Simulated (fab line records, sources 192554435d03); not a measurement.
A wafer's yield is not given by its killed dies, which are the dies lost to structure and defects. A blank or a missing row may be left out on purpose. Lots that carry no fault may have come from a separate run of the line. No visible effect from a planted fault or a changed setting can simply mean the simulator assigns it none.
Comparing a struck lot with a sound one -- flow n5 finfet -- 37 steps out of a route of 1938
Sound: wafers L585.1, L585.2, L585.4. Struck: wafers L598.2, L598.3, L598.5. The cause is given at the end.
Order at every step that has rows: each side's tool, ch and its chambers, its first start. Under that, the readings that differ: sound wafers -- struck wafers -- difference of the means -- sigmas: that difference in standard deviations of wafers without a fault.
alike: readings with means less than 2 such deviations apart, plus words and numbers identical on both sides. not compared: withheld readings, readings lacking a value on some wafer, bounds such as >300 that could conceal the same value, and numbers that have no deviation in the record and whose values overlap.
Wherever a step has rows on one side only, a row that says differs or no value, or a row with sigmas, the two part there. When numbers do not overlap yet have no deviation, they are printed without sigmas and do not part them. A reading that every wafer of one side lacks parts them only if that side has two wafers or more.

first, 10 steps without rows for these wafers: N5_BEOL_M5_ILD_DEP_00 (deposits SiCOH lowk from DEMS/porogen, target thk 140.64 nm, time 25.9 s); N5_BEOL_M5_CURE_79 (cures SiCOH lowk, time 240 s); N5_BEOL_M5_PECVD_70 (deposits SiO2 from TEOS/O2, target thk 16 nm, time 18 s); N5_BEOL_M5_HM_DEP_02 (deposits TiN, target thk 20 nm); N5_BEOL_M5_COAT_59 (time 60 s, resist thk 60 nm); N5_BEOL_M5_COAT_60 (time 60 s, resist thk 12 nm); N5_BEOL_M5_COAT_71 (time 60 s, resist thk 5 nm); N5_BEOL_M5_COAT_05 (resist thk 30 nm); N5_BEOL_M5_EBR_07; N5_BEOL_M5_SOFTBAKE_06 (time 60 s).
N5_BEOL_M5_EXPOSE_08: exposes mask M5, target cd 28 nm.
  sound on euv scanner-01 ch 0, day 8 10:31; struck on euv scanner-01 ch 0, day 12 02:15
reading,sound,struck,difference,sigmas
exposure dose mJ cm2,35.71 35.65 35.64,34.55 34.57 34.53,-1.12,-23
  alike: mask
then, 2 steps without rows for these wafers: N5_BEOL_M5_PEB_09 (peb time 60 s); N5_BEOL_M5_DEVELOP_10 (develop time 30 s).
N5_BEOL_M5_CD_MEAS_11 targets a cd of 27.74 nm.
  sound on cd sem-03 ch 0, day 8 10:39; struck on cd sem-02 ch 0, day 12 02:23
reading,sound,struck,difference,sigmas
cd nm (nm),28.06 28.42 27.90,27.35 26.70 26.83,-1.17,-5
N5_BEOL_M5_DESCUM_16: chemistry O2, time 7 s.
  sound on rie diel-02 ch 0,1,3, day 8 10:46; struck on rie diel-03 ch 1,3, day 12 02:30
reading,sound,struck,difference,sigmas
model.BEOL_M5.cd nm (nm),28.4 28.2 28,27.2 27.2 27.2,-1.0,
  alike: drypump motor current A, oes product au, rf vpp V, showerhead plenum p Torr, throttle valve pct
  not compared: rf hours counter h
then, 8 steps without rows for these wafers: N5_BEOL_M5_ETCH_72 (etches underlayer in N2/H2, target depth 6.5 nm, time 5.2 s); N5_BEOL_M5_ETCH_61 (etches SiARC in CF4, target depth 15.6 nm, time 26 s); N5_BEOL_M5_ETCH_62 (etches SOC in N2/H2, target depth 75 nm, overetch 15 nm, time 112.5 s); N5_BEOL_M5_STRIP_63 (strips in N2/H2); N5_BEOL_M5_STRIP_73 (strips in N2/H2); N5_BEOL_M5_STRIP_64 (strips in CF4); N5_BEOL_M5_HM_OPEN_17 (chemistry Cl2/BCl3, target TiN, target depth 20 nm, overetch 6 nm); N5_BEOL_M5_STRIP_19 (strips in O2).
N5_BEOL_M5_CD_MEAS_18: pitch 56 nm, target cd 28 nm.
  sound: cd sem-03 at day 8 11:12; struck: cd sem-03 at day 12 02:56
  alike: cd nm
then, 11 steps without rows for these wafers: N5_BEOL_M5_COAT_65 (time 60 s, resist thk 60 nm); N5_BEOL_M5_COAT_66 (time 60 s, resist thk 12 nm); N5_BEOL_M5_COAT_74 (time 60 s, resist thk 5 nm); N5_BEOL_M5_COAT_22 (resist thk 30 nm); N5_BEOL_M5_EBR_24; N5_BEOL_M5_SOFTBAKE_23 (time 60 s); N5_BEOL_M5_EXPOSE_25 (exposes mask V4, defocus 10 nm); N5_BEOL_M5_PEB_26 (peb time 60 s); N5_BEOL_M5_DEVELOP_27 (develop time 30 s); N5_BEOL_M5_DESCUM_33 (chemistry O2, time 7 s); N5_BEOL_M5_ETCH_75 (etches underlayer in N2/H2, target depth 6.5 nm, time 5.2 s).
N5_BEOL_M5_ETCH_41: etches SiCN in CH3F/O2, target depth 31.5 nm, time 56.7 s.
  sound on rie diel-02 ch 1,3; struck on rie diel-02 ch 2,3
reading,sound,struck,difference,sigmas
model.BEOL_M5.cd nm (nm),28 27.2 27.6,27 26.8 26.6,-1,
  alike: drypump motor current A, oes product au, rf vpp V, showerhead plenum p Torr, throttle valve pct
  not compared: rf hours counter h
next, for these wafers, 1 step has no rows: N5_PASSIVATION_PROBE_49.

WHERE THEY PART
Earliest at N5_BEOL_M5_EXPOSE_08; latest, in this record, at N5_BEOL_M5_CD_MEAS_11. Later steps at which nothing parts them and some readings are alike: N5_BEOL_M5_DESCUM_16, N5_BEOL_M5_CD_MEAS_18, N5_BEOL_M5_ETCH_41.

WHY: what had been put in by the simulator
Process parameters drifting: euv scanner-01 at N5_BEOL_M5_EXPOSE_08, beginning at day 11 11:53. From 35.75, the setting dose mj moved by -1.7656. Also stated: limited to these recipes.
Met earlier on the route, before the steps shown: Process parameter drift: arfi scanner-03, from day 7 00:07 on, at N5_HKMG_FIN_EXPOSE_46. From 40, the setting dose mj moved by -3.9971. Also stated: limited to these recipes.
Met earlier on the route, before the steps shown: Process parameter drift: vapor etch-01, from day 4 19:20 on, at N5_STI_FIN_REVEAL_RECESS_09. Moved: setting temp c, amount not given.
